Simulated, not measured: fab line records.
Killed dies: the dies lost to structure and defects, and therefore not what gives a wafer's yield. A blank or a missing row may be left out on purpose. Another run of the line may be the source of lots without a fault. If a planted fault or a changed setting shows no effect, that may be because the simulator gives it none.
Chamber matching / flow n5Finfet / 4 sister chambers for N5_BEOL_M14_DESCUM_15 on rieDiel-04
The step chemistry O2, time 7.9 s. 8 wafers are shown with their chamber, then 11 later ones without.

## WAFERS PAIRED WITH THEIR CHAMBERS
wafer=L085.3; chamber=1; drypumpMotorCurrentA (A)=6.3; showerheadPlenumPTorr (Torr)=2.13
wafer=L089.2; chamber=0; drypumpMotorCurrentA (A)=5.1; showerheadPlenumPTorr (Torr)=2.04
wafer=L091.1; chamber=2; drypumpMotorCurrentA (A)=5.7; showerheadPlenumPTorr (Torr)=2.05
wafer=L091.3; chamber=1; drypumpMotorCurrentA (A)=6.3; showerheadPlenumPTorr (Torr)=2.12
wafer=L091.4; chamber=0; drypumpMotorCurrentA (A)=5.1; showerheadPlenumPTorr (Torr)=2.04
wafer=L091.5; chamber=2; drypumpMotorCurrentA (A)=5.7; showerheadPlenumPTorr (Torr)=2.05
wafer=L091.6; chamber=3; drypumpMotorCurrentA (A)=5.7; showerheadPlenumPTorr (Torr)=2.12
wafer=L087.1; chamber=3; drypumpMotorCurrentA (A)=5.6; showerheadPlenumPTorr (Torr)=2.12

## WAFERS WITHOUT THEIR CHAMBER
wafer=L087.2; drypumpMotorCurrentA (A)=5.1; showerheadPlenumPTorr (Torr)=2.04
wafer=L087.3; drypumpMotorCurrentA (A)=6.3; showerheadPlenumPTorr (Torr)=2.12
wafer=L087.4; drypumpMotorCurrentA (A)=5.7; showerheadPlenumPTorr (Torr)=2.05
wafer=L087.5; drypumpMotorCurrentA (A)=5.1; showerheadPlenumPTorr (Torr)=2.04
wafer=L087.6; drypumpMotorCurrentA (A)=5.6; showerheadPlenumPTorr (Torr)=2.12
wafer=L090.2; drypumpMotorCurrentA (A)=5.1; showerheadPlenumPTorr (Torr)=2.04
wafer=L090.3; drypumpMotorCurrentA (A)=5.6; showerheadPlenumPTorr (Torr)=2.12
wafer=L090.6; drypumpMotorCurrentA (A)=5.1; showerheadPlenumPTorr (Torr)=2.04
wafer=L088.1; drypumpMotorCurrentA (A)=5.1; showerheadPlenumPTorr (Torr)=2.03
wafer=L088.5; drypumpMotorCurrentA (A)=5.7; showerheadPlenumPTorr (Torr)=2.05
wafer=L088.6; drypumpMotorCurrentA (A)=6.3; showerheadPlenumPTorr (Torr)=2.12

## EACH ONE'S CHAMBER
wafer=L087.2; from the rows above=0; in truth=0
wafer=L087.3; from the rows above=1; in truth=1
wafer=L087.4; from the rows above=2; in truth=2
wafer=L087.5; from the rows above=0; in truth=0
wafer=L087.6; from the rows above=3; in truth=3
wafer=L090.2; from the rows above=0; in truth=0
wafer=L090.3; from the rows above=3; in truth=3
wafer=L090.6; from the rows above=0; in truth=0
wafer=L088.1; from the rows above=0; in truth=0
wafer=L088.5; from the rows above=2; in truth=2
wafer=L088.6; from the rows above=1; in truth=1
11 of 11 placed correctly. From these rows, 0 cannot be placed. 0 placed wrongly.
How it was worked out, from the rows above alone: a wafer's distance from a chamber is the root of the sum, over the readings, of the square of ((its reading less the chamber's mean) divided by the reading's scatter). If the next closest chamber is less than 2 further off than the closest, the wafer can't be placed; otherwise it belongs to the closest. The mean given for a chamber averages the wafers shown for that chamber. How the scatter is found: for the shown wafers, subtract from each reading the mean of its chamber, square and add these, divide the total by (wafers less chambers), then take the root.
